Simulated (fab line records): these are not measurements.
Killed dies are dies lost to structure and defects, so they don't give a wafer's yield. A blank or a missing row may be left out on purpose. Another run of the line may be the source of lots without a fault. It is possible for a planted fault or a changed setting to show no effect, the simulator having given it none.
fab line records	flow nand-harc
record: lots: 24	wafers: 72	last-day: 34
route steps=1302 shown A_CONTACT@1014
lots untouched by any fault: they come from a run of this same line in which no faults occurred
start-h: hours from the record's first day to the start of the lot's first wafer shown	wait-h: time in hours since the lot's previous step	" identical to the entry in the row above	L1.1+2: several wafers, shown together as one row	- no value present, or no start provided	* or withheld: withheld	< > ~ a bound
route shown NAME@n: names a module that has steps shown in the file, with the first one's number in the route	usual: mean and standard deviation over wafers with no fault	same: alike in all rows	chamber/n: place in a boat	sites: each site's reading	_std_site: standard deviation of those values	_edge_site: mean of outer sites minus mean of inner sites	radius-mm: for every site, how far away it sits from the centre of the wafer	mask NAME#n: copy n	behind: tool/chamber where the wafer was last shaped	hold: why the lot was held/for how many hours/how that ended	device: which transistor (n, p or np) failed to switch	end of line: the same wafers' tests at the end of the route	a step with no rows: only its recipe	killed: dies lost to structure and defects at the first sort, not the wafer's yield	map: dies across one wafer; x = killed, . = not, _ = none there
set.NAME: the setting that was run; set.NAME@STEP: the one run at that earlier step	model.NAME: the simulator's own value behind a step, which no gauge read
steps of the route over a sample of lots; a table a step, a row a wafer
services: the hour from which a tool's chamber was out of use, counted from the record's first day as start-h (under 0 if before that day), plus the number of hours and why
== steps ==
step: NHARC_A_CONTACT_ETCH_120
recipe: source-w: withheld	pressure-mtorr: 20	bias-v: 3000	time-s: 190	target-depth-a: 18500	ar-flow-sccm: withheld	c4f8-flow-sccm: withheld	o2-flow-sccm: withheld	chemistry: C4F8/O2/Ar
lot.wafer	tool	chamber	start-h	wait-h	rf-hours-counter-h
L074.1	har-cap-etch-02	0	503.81	0.1	83
L074.3	"	1	"	"	-
L074.5	"	1	"	"	-
L075.1	har-cap-etch-03	0	505.17	0.1	49
L075.3	"	0	"	"	-
L075.4	"	1	"	"	-
L076.1	har-cap-etch-02	0	514.66	0.1	85
L076.4	"	0	"	"	-
L076.6	"	0	"	"	-
L078.3	har-cap-etch-02	0	524.01	0.1	-
L078.4	"	1	"	"	-
L078.6	"	0	"	"	-
L077.3	har-cap-etch-01	0	532.34	0.1	-
L077.5	"	0	"	"	-
L077.6	"	1	"	"	-
L079.1	har-cap-etch-02	1	532.71	0.2	90
L079.4	"	0	"	"	-
L079.5	"	1	"	"	-
L080.2	har-cap-etch-03	0	554.29	0.1	59
L080.4	"	1	"	"	-
L080.6	"	0	"	"	-
L081.4	har-cap-etch-01	1	561.65	0.1	-
L081.3	"	0	"	"	-
L081.5	"	0	"	"	-
L082.3	har-cap-etch-03	1	571.73	0.1	-
L082.5	"	0	"	"	-
L082.6	"	1	"	"	-
L083.1	har-cap-etch-03	1	576.86	0.1	64
L083.2	"	0	"	"	64
L083.3	"	0	"	"	-
L084.2	har-cap-etch-03	0	586.21	0.1	66
L084.3	"	1	"	"	-
L084.6	"	0	"	"	-
L085.4	har-cap-etch-01	0	604.14	0.2	-
L085.5	"	0	"	"	-
L085.6	"	1	"	"	-
L086.2	har-cap-etch-02	1	609.72	0.1	103
L086.5	"	0	"	"	-
L086.6	"	1	"	"	-
L087.2	har-cap-etch-03	0	630.23	0.1	73
L087.3	"	1	"	"	-
L087.6	"	1	"	"	-
L088.3	har-cap-etch-02	0	638.36	0.2	-
L088.4	"	1	"	"	-
L088.6	"	1	"	"	-
L089.4	har-cap-etch-01	1	646.53	0.1	-
L089.3	"	0	"	"	-
L089.5	"	1	"	"	-
L090.2	har-cap-etch-03	1	662.25	0.1	78
L090.3	"	0	"	"	-
L090.6	"	0	"	"	-
L091.1	har-cap-etch-01	0	662.46	0.1	27
L091.4	"	0	"	"	-
L091.6	"	0	"	"	-
L093.2	har-cap-etch-03	1	673.02	0.1	81
L093.4	"	0	"	"	-
L093.3	"	1	"	"	-
L092.3	har-cap-etch-01	1	673.44	0.1	-
L092.4	"	0	"	"	-
L092.5	"	1	"	"	-
L094.4	har-cap-etch-01	0	683.39	0.1	-
L094.6	"	0	"	"	-
L094.5	"	1	"	"	-
L096.1	har-cap-etch-03	1	707.33	0.1	88
L096.4	"	0	"	"	-
L096.5	"	1	"	"	-
L095.2	har-cap-etch-02	1	708.25	0.1	120
L095.4	"	0	"	"	-
L095.5	"	0	"	"	-
L097.1	har-cap-etch-03	1	732.65	0.1	92
L097.3	"	0	"	"	-
L097.5	"	0	"	"	-
step: NHARC_A_CONTACT_ETCH_123
recipe: source-w: withheld	pressure-mtorr: 20	bias-v: 400	time-s: 490	target-depth-a: 21100	ar-flow-sccm: withheld	c4f8-flow-sccm: 11.5	o2-flow-sccm: 7.2	chemistry: C4F8/O2/Ar
lot.wafer	tool	chamber	start-h	wait-h	rf-hours-counter-h
L074.1	har-cap-etch-02	0	504.32	0.1	83
L074.3	"	1	"	"	-
L074.5	"	1	"	"	-
L075.1	har-cap-etch-03	0	505.69	0.1	49
L075.3	"	0	"	"	-
L075.4	"	1	"	"	-
L076.1	har-cap-etch-02	0	515.23	0.2	86
L076.4	"	0	"	"	-
L076.6	"	0	"	"	-
L078.3	har-cap-etch-02	0	524.64	0.3	-
L078.4	"	1	"	"	-
L078.6	"	0	"	"	-
L077.3	har-cap-etch-01	0	532.97	0.3	-
L077.5	"	0	"	"	-
L077.6	"	1	"	"	-
L079.1	har-cap-etch-02	1	533.40	0.2	90
L079.4	"	0	"	"	-
L079.5	"	1	"	"	-
L080.2	har-cap-etch-03	0	554.80	0.1	59
L080.4	"	1	"	"	-
L080.6	"	0	"	"	-
L081.4	har-cap-etch-01	1	562.27	0.3	-
L081.3	"	0	"	"	-
L081.5	"	0	"	"	-
L082.3	har-cap-etch-03	1	572.41	0.3	-
L082.5	"	0	"	"	-
L082.6	"	1	"	"	-
L083.1	har-cap-etch-03	1	577.37	0.1	64
L083.2	"	0	"	"	64
L083.3	"	0	"	"	-
L084.2	har-cap-etch-03	0	586.72	0.1	66
L084.3	"	1	"	"	-
L084.6	"	0	"	"	-
L085.4	har-cap-etch-01	0	604.99	0.3	-
L085.5	"	0	"	"	-
L085.6	"	1	"	"	-
L086.2	har-cap-etch-02	1	610.29	0.2	104
L086.5	"	0	"	"	-
L086.6	"	1	"	"	-
L087.2	har-cap-etch-03	0	630.74	0.1	73
L087.3	"	1	"	"	-
L087.6	"	1	"	"	-
L088.3	har-cap-etch-02	0	639.20	0.3	-
L088.4	"	1	"	"	-
L088.6	"	1	"	"	-
L089.4	har-cap-etch-01	1	647.16	0.3	-
L089.3	"	0	"	"	-
L089.5	"	1	"	"	-
L090.2	har-cap-etch-03	1	662.82	0.2	79
L090.3	"	0	"	"	-
L090.6	"	0	"	"	-
L091.1	har-cap-etch-01	0	663.03	0.2	28
L091.4	"	0	"	"	-
L091.6	"	0	"	"	-
L093.2	har-cap-etch-03	1	673.59	0.2	81
L093.4	"	0	"	"	-
L093.3	"	1	"	"	-
L092.3	har-cap-etch-01	1	674.06	0.3	-
L092.4	"	0	"	"	-
L092.5	"	1	"	"	-
L094.4	har-cap-etch-01	0	684.01	0.3	-
L094.6	"	0	"	"	-
L094.5	"	1	"	"	-
L096.1	har-cap-etch-03	1	707.84	0.1	89
L096.4	"	0	"	"	-
L096.5	"	1	"	"	-
L095.2	har-cap-etch-02	1	708.82	0.2	121
L095.4	"	0	"	"	-
L095.5	"	0	"	"	-
L097.1	har-cap-etch-03	1	733.22	0.2	93
L097.3	"	0	"	"	-
L097.5	"	0	"	"	-
step: NHARC_A_CONTACT_ETCH_78
recipe: target-depth-a: 53000	over-etch-frac: 0.3	time-s: 1378	ion-energy-ev: 150	o2-flow-sccm: 400	cos-flow-sccm: 20	ar-flow-sccm: 0	rf-w: 500	bias-w: 300	chemistry: O2/COS
usual: drypump-motor-current-A: 5.8/0.44	oes-product-au: 1.000/0.0092	rf-vpp-V: 314.1/2	showerhead-plenum-p-Torr: 3.13/0.14	throttle-valve-pct: 28.330/0.0095
lot.wafer	tool	chamber	start-h	wait-h	drypump-motor-current-A	oes-product-au	rf-hours-counter-h	rf-vpp-V	showerhead-plenum-p-Torr	throttle-valve-pct
L074.1	rie-diel-02	0	-	-	6.7	0.990	37	313.8	3.20	28.326
L074.3	"	1	"	"	5.1	0.999	33	313.9	3.11	28.323
L074.5	"	1	"	"	5.1	0.991	-	313.8	3.11	28.326
L075.1	rie-diel-08	0	-	-	6.4	0.993	21	317.7	3.36	28.338
L075.4	"	1	"	"	6.0	1.002	27	312.3	3.06	28.312
L075.3	"	3	"	"	5.8	0.999	23	311.2	2.94	28.332
L076.4	rie-diel-08	0	-	-	6.4	1.011	23	316.9	3.36	28.340
L076.1	"	3	"	"	5.8	0.998	25	311.4	2.94	28.341
L076.6	"	1	"	"	5.9	1.004	-	312.6	3.06	28.320
L078.3	rie-diel-08	2	-	-	5.3	1.000	29	313.1	3.11	28.331
L078.4	"	0	"	"	6.4	1.013	26	317.9	3.36	28.339
L078.6	"	2	"	"	5.3	1.004	-	313.1	3.11	28.328
L077.3	rie-diel-08	3	-	-	5.8	0.992	27	312.6	2.94	28.328
L077.6	"	2	"	"	5.3	1.008	-	312.2	3.11	28.326
L077.5	"	3	"	"	5.8	0.996	-	311.7	2.94	28.327
L079.4	rie-diel-02	2	-	-	5.5	1.003	44	313.5	3.12	28.328
L079.1	"	3	"	"	5.6	1.012	45	315.9	3.20	28.338
L079.5	"	1	"	"	5.1	1.015	-	312.7	3.10	28.309
L080.4	rie-diel-08	2	-	-	5.3	0.975	1	314.2	3.11	28.325
L080.2	"	3	"	"	5.8	1.003	1	310.7	2.94	28.344
L080.6	"	2	"	"	5.3	0.985	-	314.7	3.11	28.328
L081.3	rie-diel-08	3	-	-	5.8	0.998	2	311.5	2.94	28.331
L081.4	"	0	"	"	6.4	1.003	2	315.9	3.36	28.339
L081.5	"	2	"	"	5.3	0.995	-	313.3	3.11	28.331
L082.3	rie-diel-04	1	-	-	6.0	0.995	10	317.0	3.34	28.330
L082.5	"	0	"	"	5.3	1.010	-	312.1	3.04	28.337
L082.6	"	1	"	"	6.0	1.010	-	316.1	3.34	28.326
L083.1	rie-diel-04	0	-	-	5.3	0.991	13	313.1	3.03	28.318
L083.3	"	1	"	"	6.0	1.000	12	316.4	3.34	28.335
L083.2	"	2	"	"	6.3	0.993	13	316.6	3.33	28.332
L084.3	rie-diel-08	0	-	-	6.4	1.000	5	316.5	3.36	28.319
L084.2	"	1	"	"	5.9	0.998	6	312.1	3.05	28.336
L084.6	"	0	"	"	6.4	1.004	-	316.4	3.36	28.323
L085.4	rie-diel-08	0	-	-	6.4	1.002	9	318.1	3.35	28.323
L085.6	"	0	"	"	6.4	1.004	-	317.8	3.35	28.342
L085.5	"	1	"	"	5.9	1.000	-	312.3	3.05	28.324
L086.2	rie-diel-04	2	-	-	6.3	0.987	26	317.0	3.33	28.349
L086.6	"	2	"	"	6.3	0.994	-	317.3	3.33	28.324
L086.5	"	3	"	"	6.0	1.008	-	316.8	3.27	28.331
L087.2	rie-diel-02	3	-	-	5.6	1.006	18	315.1	3.18	28.329
L087.3	"	1	"	"	5.0	0.992	20	312.7	3.09	28.323
L087.6	"	2	"	"	5.5	1.004	-	313.1	3.10	28.311
L088.4	rie-diel-08	2	-	-	5.3	0.989	14	312.6	3.10	28.340
L088.3	"	0	"	"	6.4	1.016	14	314.9	3.35	28.335
L088.6	"	2	"	"	5.3	0.990	-	312.7	3.10	28.333
L089.3	rie-diel-08	1	-	-	5.9	0.993	16	314.2	3.04	28.332
L089.4	"	1	"	"	5.9	0.997	-	313.3	3.04	28.326
L089.5	"	2	"	"	5.2	0.984	-	313.8	3.10	28.339
L090.2	rie-diel-04	0	-	-	5.3	1.022	40	313.7	3.02	28.358
L090.3	"	2	"	"	6.3	0.987	43	315.8	3.32	28.323
L090.6	"	0	"	"	5.3	1.015	-	312.3	3.02	28.333
L091.4	rie-diel-02	1	-	-	5.1	0.992	32	312.8	3.08	28.316
L091.1	"	3	"	"	5.6	0.986	31	313.9	3.17	28.316
L091.6	"	0	"	"	6.7	0.993	-	314.9	3.17	28.339
L092.4	rie-diel-04	1	-	-	6.0	0.995	48	316.7	3.32	28.340
L092.3	"	2	"	"	6.3	0.996	47	317.3	3.32	28.326
L092.5	"	1	"	"	6.0	1.004	-	315.7	3.32	28.316
L093.3	rie-diel-08	3	-	-	5.8	1.005	23	311.0	2.93	28.331
L093.2	"	1	"	"	6.0	0.999	19	312.0	3.04	28.350
L093.4	"	2	"	"	5.3	0.982	-	315.3	3.10	28.341
L094.4	rie-diel-02	0	-	-	6.7	0.998	37	313.8	3.17	28.343
L094.5	"	0	"	"	6.7	0.993	-	313.8	3.17	28.337
L094.6	"	1	"	"	5.1	0.995	-	313.0	3.08	28.331
L096.4	rie-diel-08	3	-	-	5.8	1.016	28	311.5	2.92	28.321
L096.1	"	0	"	"	6.4	1.028	18	316.7	3.35	28.329
L096.5	"	2	"	"	5.3	0.992	-	314.0	3.09	28.337
L095.4	rie-diel-08	1	-	-	5.9	1.009	24	313.1	3.04	28.330
L095.2	"	2	"	"	5.3	0.998	29	315.5	3.09	28.321
L095.5	"	2	"	"	5.3	1.003	-	313.0	3.09	28.314
L097.1	rie-diel-08	2	-	-	5.3	0.987	1	315.1	3.09	28.345
L097.3	"	3	"	"	5.8	1.005	1	311.5	2.93	28.335
L097.5	"	1	"	"	5.9	1.003	-	313.0	3.04	28.329
step: NHARC_A_CONTACT_ETCH_130
recipe: source-w: withheld	pressure-mtorr: 20	bias-v: 3000	time-s: 197	target-depth-a: 19180	ar-flow-sccm: withheld	c4f8-flow-sccm: withheld	o2-flow-sccm: withheld	chemistry: C4F8/O2/Ar
lot.wafer	tool	chamber	start-h	wait-h	rf-hours-counter-h
L074.1	har-cap-etch-03	1	515.27	0.1	51
L074.3	"	1	"	"	-
L074.5	"	1	"	"	-
L075.1	har-cap-etch-01	0	516.73	0.1	1
L075.3	"	1	"	"	-
L075.4	"	0	"	"	-
L076.1	har-cap-etch-01	0	525.21	0.1	3
L076.4	"	0	"	"	-
L076.6	"	0	"	"	-
L078.4	har-cap-etch-03	0	535.12	0.1	-
L078.3	"	1	"	"	-
L078.6	"	1	"	"	-
L077.3	har-cap-etch-02	1	543.19	0.2	-
L077.5	"	1	"	"	-
L077.6	"	0	"	"	-
L079.1	har-cap-etch-03	0	543.79	0.1	57
L079.4	"	1	"	"	-
L079.5	"	1	"	"	-
L080.2	har-cap-etch-02	1	567.80	0.1	95
L080.4	"	0	"	"	-
L080.6	"	1	"	"	-
L081.4	har-cap-etch-01	0	575.50	0.1	-
L081.3	"	1	"	"	-
L081.5	"	1	"	"	-
L082.3	har-cap-etch-02	1	581.79	0.1	-
L082.5	"	0	"	"	-
L082.6	"	1	"	"	-
L083.2	har-cap-etch-02	0	588.71	0.1	100
L083.1	"	1	"	"	100
L083.3	"	1	"	"	-
L084.2	har-cap-etch-03	0	595.52	0.1	68
L084.3	"	0	"	"	-
L084.6	"	0	"	"	-
L085.4	har-cap-etch-03	1	613.88	0.1	-
L085.5	"	1	"	"	-
L085.6	"	0	"	"	-
L086.2	har-cap-etch-01	0	623.95	0.1	20
L086.6	"	1	"	"	-
L086.5	"	0	"	"	-
L087.2	har-cap-etch-03	0	639.59	0.1	75
L087.3	"	1	"	"	-
L087.6	"	1	"	"	-
L088.3	har-cap-etch-02	1	648.36	0.2	-
L088.4	"	0	"	"	-
L088.6	"	0	"	"	-
L089.3	har-cap-etch-02	1	657.19	0.1	-
L089.4	"	0	"	"	-
L089.5	"	1	"	"	-
L090.2	har-cap-etch-02	0	673.52	0.2	113
L090.3	"	0	"	"	-
L090.6	"	0	"	"	-
L091.1	har-cap-etch-03	0	675.11	0.1	83
L091.4	"	1	"	"	-
L091.6	"	1	"	"	-
L092.4	har-cap-etch-02	0	684.81	0.1	-
L092.3	"	1	"	"	-
L092.5	"	1	"	"	-
L093.2	har-cap-etch-03	1	685.35	0.2	84
L093.3	"	0	"	"	-
L093.4	"	1	"	"	-
L094.4	har-cap-etch-03	1	694.26	0.1	-
L094.5	"	1	"	"	-
L094.6	"	0	"	"	-
L096.1	har-cap-etch-01	1	716.78	0.1	37
L096.4	"	1	"	"	-
L096.5	"	1	"	"	-
L095.2	har-cap-etch-03	1	719.15	0.1	90
L095.4	"	0	"	"	-
L095.5	"	1	"	"	-
L097.1	har-cap-etch-01	0	743.89	0.1	41
L097.3	"	0	"	"	-
L097.5	"	0	"	"	-
step: NHARC_A_CONTACT_ETCH_89
recipe: target-depth-a: 2600	over-etch-frac: 0.3	time-s: 475.3	ion-energy-ev: 200	n2-flow-sccm: 150	h2-flow-sccm: 150	ar-flow-sccm: 0	rf-w: 400	bias-w: 150	chemistry: N2/H2
usual: drypump-motor-current-A: 5.8/0.44	h2-flow-sccm: 149.9/0.42	oes-product-au: 0.999/0.0091	rf-vpp-V: 431.2/2.6	showerhead-plenum-p-Torr: 2.06/0.095	throttle-valve-pct: 14.172/0.0082
lot.wafer	tool	chamber	start-h	wait-h	drypump-motor-current-A	h2-flow-sccm	oes-product-au	rf-hours-counter-h	rf-vpp-V	showerhead-plenum-p-Torr	throttle-valve-pct
L074.1	rie-diel-02	2	-	-	5.5	149.0	1.004	37	430.9	2.04	14.180
L074.3	"	3	"	"	5.6	149.6	1.013	38	431.6	2.10	14.180
L074.5	"	3	"	"	5.6	150.4	1.015	-	433.5	2.09	14.172
L075.4	rie-diel-02	0	-	-	6.7	149.7	0.981	40	430.7	2.09	14.170
L075.1	"	1	"	"	5.1	150.1	1.001	37	429.7	2.03	14.173
L075.3	"	2	"	"	5.5	150.1	0.998	38	430.2	2.04	14.161
L076.4	rie-diel-04	1	-	-	6.0	150.2	0.989	59	434.9	2.20	14.168
L076.1	"	3	"	"	6.1	149.6	0.995	56	433.9	2.15	14.187
L076.6	"	1	"	"	6.0	150.1	0.997	-	435.4	2.20	14.161
L078.3	rie-diel-08	2	-	-	5.3	150.2	0.993	32	431.0	2.03	14.163
L078.4	"	3	"	"	5.8	149.7	0.995	28	428.1	1.91	14.174
L078.6	"	3	"	"	5.8	149.8	0.997	-	428.0	1.91	14.170
L077.3	rie-diel-04	2	-	-	6.3	150.8	0.986	1	436.2	2.19	14.162
L077.6	"	1	"	"	6.0	149.4	0.984	-	436.5	2.20	14.173
L077.5	"	2	"	"	6.3	150.8	1.001	-	435.3	2.20	14.177
L079.4	rie-diel-04	3	-	-	6.1	150.0	0.995	1	433.9	2.15	14.161
L079.1	"	1	"	"	6.0	149.3	0.985	1	434.6	2.20	14.173
L079.5	"	2	"	"	6.3	149.4	0.997	-	434.2	2.19	14.166
L080.2	rie-diel-02	3	-	-	5.6	149.5	0.998	56	431.3	2.09	14.176
L080.4	"	1	"	"	5.0	149.6	0.993	55	429.2	2.02	14.176
L080.6	"	3	"	"	5.6	150.5	0.996	-	432.9	2.09	14.181
L081.4	rie-diel-08	2	-	-	5.3	149.6	1.003	4	430.2	2.03	14.167
L081.3	"	0	"	"	6.4	149.7	1.014	3	434.8	2.21	14.168
L081.5	"	2	"	"	5.3	149.7	1.002	-	429.6	2.03	14.173
L082.3	rie-diel-08	0	-	-	6.4	149.9	1.012	4	435.1	2.21	14.178
L082.6	"	2	"	"	5.3	150.3	0.988	-	431.4	2.03	14.180
L082.5	"	3	"	"	5.8	149.9	0.999	-	428.5	1.91	14.192
L083.2	rie-diel-08	1	-	-	5.9	150.9	1.001	6	428.0	1.99	14.169
L083.1	"	2	"	"	5.3	149.7	0.983	7	431.4	2.03	14.163
L083.3	"	3	"	"	5.8	149.9	1.005	6	426.4	1.91	14.175
L084.3	rie-diel-04	0	-	-	5.3	149.4	1.008	19	430.0	1.98	14.179
L084.2	"	3	"	"	6.0	149.3	0.997	19	432.1	2.14	14.171
L084.6	"	1	"	"	6.0	150.3	1.008	-	435.9	2.19	14.167
L085.4	rie-diel-08	1	-	-	5.9	150.2	0.997	9	429.6	1.99	14.179
L085.6	"	1	"	"	5.9	149.8	0.993	-	429.9	1.99	14.176
L085.5	"	2	"	"	5.3	150.2	0.988	-	431.4	2.03	14.187
L086.2	rie-diel-02	0	-	-	6.7	149.3	0.995	15	431.2	2.08	14.179
L086.5	"	3	"	"	5.6	149.7	1.002	-	432.4	2.08	14.181
L086.6	"	0	"	"	6.6	150.1	1.004	-	431.9	2.08	14.176
L087.2	rie-diel-02	2	-	-	5.5	150.1	1.001	22	430.4	2.02	14.161
L087.3	"	3	"	"	5.6	150.8	1.002	21	432.3	2.08	14.174
L087.6	"	3	"	"	5.6	149.7	0.995	-	431.4	2.08	14.169
L088.3	rie-diel-02	3	-	-	5.6	149.6	1.007	25	431.7	2.08	14.185
L088.4	"	0	"	"	6.7	149.3	0.994	25	431.6	2.08	14.171
L088.6	"	2	"	"	5.5	150.6	1.005	-	429.1	2.02	14.157
L089.4	rie-diel-04	0	-	-	5.3	149.5	1.009	37	429.3	1.97	14.175
L089.3	"	3	"	"	6.1	150.2	0.988	37	432.7	2.14	14.173
L089.5	"	0	"	"	5.3	150.6	1.015	-	428.8	1.97	14.167
L090.3	rie-diel-02	1	-	-	5.1	149.9	0.999	36	428.5	2.01	14.175
L090.2	"	3	"	"	5.6	149.9	0.987	35	432.6	2.08	14.178
L090.6	"	2	"	"	5.6	149.7	1.011	-	429.8	2.02	14.171
L091.1	rie-diel-08	1	-	-	5.9	150.4	1.009	19	428.2	1.98	14.172
L091.6	"	2	"	"	5.3	149.7	0.985	-	430.9	2.02	14.163
L091.4	"	1	"	"	5.9	149.5	0.995	-	428.4	1.98	14.177
L092.3	rie-diel-04	2	-	-	6.3	150.1	0.998	48	434.2	2.18	14.173
L092.4	"	0	"	"	5.3	150.1	1.018	46	429.3	1.97	14.159
L092.5	"	2	"	"	6.3	149.9	0.998	-	432.4	2.18	14.169
L093.2	rie-diel-08	3	-	-	5.8	149.4	1.010	25	426.5	1.90	14.171
L093.4	"	0	"	"	6.4	150.2	1.016	15	435.2	2.20	14.170
L093.3	"	1	"	"	5.9	149.7	1.007	20	428.9	1.98	14.187
L094.4	rie-diel-08	1	-	-	5.9	150.1	0.999	21	429.8	1.98	14.183
L094.5	"	3	"	"	5.8	149.1	1.004	-	425.3	1.90	14.185
L094.6	"	0	"	"	6.4	149.7	1.015	-	435.3	2.20	14.160
L096.4	rie-diel-08	2	-	-	5.3	150.7	1.004	30	428.4	2.02	14.168
L096.1	"	1	"	"	5.9	150.4	1.003	25	429.0	1.98	14.163
L096.5	"	3	"	"	5.8	149.6	1.005	-	426.3	1.90	14.178
L095.2	rie-diel-04	1	-	-	6.0	150.3	0.992	1	433.4	2.18	14.178
L095.5	"	0	"	"	5.3	149.5	1.006	-	428.8	1.96	14.174
L095.4	"	1	"	"	6.0	150.5	0.998	-	434.3	2.18	14.161
L097.1	rie-diel-04	3	-	-	6.1	150.9	0.997	15	431.7	2.13	14.155
L097.3	"	0	"	"	5.3	149.5	0.998	9	429.4	1.96	14.183
L097.5	"	0	"	"	5.3	150.1	1.007	-	428.1	1.96	14.164
step: NHARC_A_CONTACT_ETCH_30
recipe: target-depth-a: 726	time-s: 36.3	cf4-flow-sccm: 100	chf3-flow-sccm: 30	ar-flow-sccm: 0	rf-w: 500	bias-w: 200	chemistry: CF4/CHF3
usual: drypump-motor-current-A: 5.8/0.47	oes-product-au: 0.933/0.019	rf-vpp-V: 371.2/2.5	showerhead-plenum-p-Torr: 1.59/0.067	throttle-valve-pct: 16.802/0.0083
lot.wafer	tool	chamber	start-h	wait-h	drypump-motor-current-A	oes-product-au	rf-hours-counter-h	rf-vpp-V	showerhead-plenum-p-Torr	throttle-valve-pct
L074.1	rie-diel-02	2	-	-	5.5	0.921	37	368.2	1.57	16.801
L074.3	"	3	"	"	5.6	0.925	38	372.8	1.61	16.790
L074.5	"	1	"	"	5.0	0.928	-	371.1	1.57	16.795
L075.4	rie-diel-02	1	-	-	5.0	0.946	37	371.0	1.56	16.784
L075.1	"	2	"	"	5.5	0.950	38	370.2	1.57	16.805
L075.3	"	3	"	"	5.6	0.961	39	372.6	1.61	16.798
L076.4	rie-diel-04	3	-	-	6.1	0.922	56	372.9	1.65	16.795
L076.1	"	0	"	"	5.3	0.930	52	368.7	1.53	16.811
L076.6	"	2	"	"	6.3	0.913	-	374.7	1.68	16.800
L078.4	rie-diel-08	1	-	-	5.9	0.918	34	368.8	1.54	16.837
L078.3	"	0	"	"	6.4	0.930	27	373.6	1.69	16.817
L078.6	"	1	"	"	5.9	0.926	-	368.6	1.54	16.797
L077.3	rie-diel-04	0	-	-	5.3	0.969	1	368.3	1.53	16.798
L077.6	"	1	"	"	6.0	0.964	-	373.0	1.68	16.802
L077.5	"	2	"	"	6.3	0.965	-	374.9	1.68	16.802
L079.4	rie-diel-04	3	-	-	6.1	0.948	2	372.0	1.65	16.802
L079.1	"	2	"	"	6.3	0.946	2	374.6	1.68	16.801
L079.5	"	0	"	"	5.3	0.991	-	369.0	1.53	16.792
L080.4	rie-diel-02	3	-	-	5.5	0.927	56	373.3	1.61	16.799
L080.2	"	0	"	"	6.6	0.927	58	371.0	1.61	16.809
L080.6	"	2	"	"	5.5	0.929	-	370.4	1.57	16.814
L081.4	rie-diel-08	0	-	-	6.4	0.935	4	375.2	1.69	16.814
L081.3	"	2	"	"	5.3	0.920	4	370.4	1.57	16.799
L081.5	"	3	"	"	5.8	0.915	-	366.5	1.48	16.809
L082.3	rie-diel-08	3	-	-	5.8	0.914	5	367.7	1.48	16.805
L082.6	"	2	"	"	5.3	0.923	-	371.9	1.57	16.798
L082.5	"	3	"	"	5.8	0.925	-	368.4	1.48	16.808
L083.2	rie-diel-08	2	-	-	5.3	0.906	7	370.7	1.57	16.797
L083.1	"	3	"	"	5.8	0.914	6	365.1	1.48	16.809
L083.3	"	1	"	"	5.9	0.909	7	367.7	1.54	16.790
L084.2	rie-diel-04	2	-	-	6.3	0.911	20	375.4	1.68	16.804
L084.3	"	3	"	"	6.1	0.922	19	372.3	1.65	16.805
L084.6	"	2	"	"	6.3	0.914	-	373.8	1.68	16.798
L085.4	rie-diel-08	0	-	-	6.4	0.928	10	374.4	1.69	16.801
L085.6	"	0	"	"	6.4	0.924	-	374.9	1.69	16.807
L085.5	"	1	"	"	5.9	0.919	-	369.5	1.54	16.800
L086.2	rie-diel-02	1	-	-	5.1	0.961	17	368.5	1.56	16.793
L086.6	"	0	"	"	6.7	0.968	-	371.6	1.60	16.796
L086.5	"	1	"	"	5.0	0.950	-	371.3	1.56	16.794
L087.2	rie-diel-02	3	-	-	5.6	0.927	21	371.1	1.60	16.796
L087.3	"	1	"	"	5.0	0.927	21	369.2	1.55	16.802
L087.6	"	3	"	"	5.5	0.930	-	371.2	1.60	16.798
L088.3	rie-diel-02	3	-	-	5.5	0.930	25	370.7	1.60	16.788
L088.4	"	1	"	"	5.1	0.930	27	369.5	1.55	16.797
L088.6	"	3	"	"	5.6	0.930	-	371.8	1.60	16.804
L089.4	rie-diel-04	2	-	-	6.3	0.923	40	373.5	1.67	16.813
L089.3	"	3	"	"	6.0	0.918	37	373.9	1.64	16.793
L089.5	"	1	"	"	6.0	0.924	-	373.3	1.67	16.797
L090.2	rie-diel-02	1	-	-	5.1	0.913	36	370.9	1.55	16.805
L090.3	"	2	"	"	5.5	0.924	37	370.3	1.56	16.800
L090.6	"	3	"	"	5.6	0.917	-	370.9	1.60	16.790
L091.1	rie-diel-08	3	-	-	5.8	0.935	24	367.7	1.48	16.812
L091.4	"	1	"	"	5.9	0.924	-	371.3	1.53	16.802
L091.6	"	2	"	"	5.3	0.922	-	371.5	1.56	16.800
L092.4	rie-diel-04	2	-	-	6.3	0.924	48	375.2	1.67	16.807
L092.3	"	3	"	"	6.0	0.924	42	373.6	1.64	16.793
L092.5	"	2	"	"	6.3	0.926	-	373.4	1.67	16.801
L093.4	rie-diel-08	0	-	-	6.4	0.983	15	375.0	1.69	16.798
L093.3	"	2	"	"	5.3	0.904	25	367.8	1.56	16.818
L093.2	"	3	"	"	5.8	0.928	25	367.4	1.47	16.799
L094.4	rie-diel-08	3	-	-	5.8	0.933	26	367.6	1.47	16.803
L094.5	"	2	"	"	5.2	0.920	-	368.5	1.56	16.801
L094.6	"	3	"	"	5.8	0.934	-	367.6	1.47	16.812
L096.4	rie-diel-08	3	-	-	5.8	0.920	29	368.5	1.47	16.797
L096.1	"	1	"	"	5.9	0.938	25	370.0	1.53	16.789
L096.5	"	3	"	"	5.8	0.930	-	367.4	1.47	16.825
L095.2	rie-diel-04	0	-	-	5.3	0.962	1	368.5	1.52	16.797
L095.4	"	3	"	"	6.0	0.961	-	372.8	1.64	16.806
L095.5	"	0	"	"	5.3	0.976	-	368.7	1.52	16.789
L097.1	rie-diel-04	3	-	-	6.0	0.931	15	373.2	1.64	16.797
L097.3	"	1	"	"	6.0	0.924	15	373.9	1.67	16.810
L097.5	"	0	"	"	5.3	0.928	-	367.8	1.52	16.806
== services ==
tool	chamber	start-h	hours	kind
rie-diel-08	-	498.20	0.6	repair
har-cap-etch-01	-	498.26	17.0	pm
rie-diel-08	0	500.11	-	clean
rie-diel-08	1	500.11	-	clean
rie-diel-08	2	500.11	-	clean
rie-diel-08	3	500.11	-	clean
rie-diel-08	0	524.61	-	clean
har-cap-etch-02	-	535.22	0.4	repair
rie-diel-04	-	536.33	9.0	pm
rie-diel-08	-	545.53	9.0	pm
rie-diel-02	-	574.52	9.0	pm
rie-diel-08	0	646.93	37.9	repair
rie-diel-08	1	666.00	16.1	repair
rie-diel-04	3	673.68	6.7	repair
rie-diel-08	-	709.20	1.4	repair
rie-diel-04	-	711.55	0.3	repair
rie-diel-04	-	713.38	9.0	pm
rie-diel-02	0	716.50	3.6	repair
rie-diel-02	3	717.51	2.5	repair
rie-diel-08	-	722.84	9.0	pm
rie-diel-04	0	743.17	2.8	repair
rie-diel-08	-	744.56	0.5	repair
rie-diel-02	2	748.02	5.4	repair
rie-diel-02	-	751.52	9.0	pm
== key ==
fault none
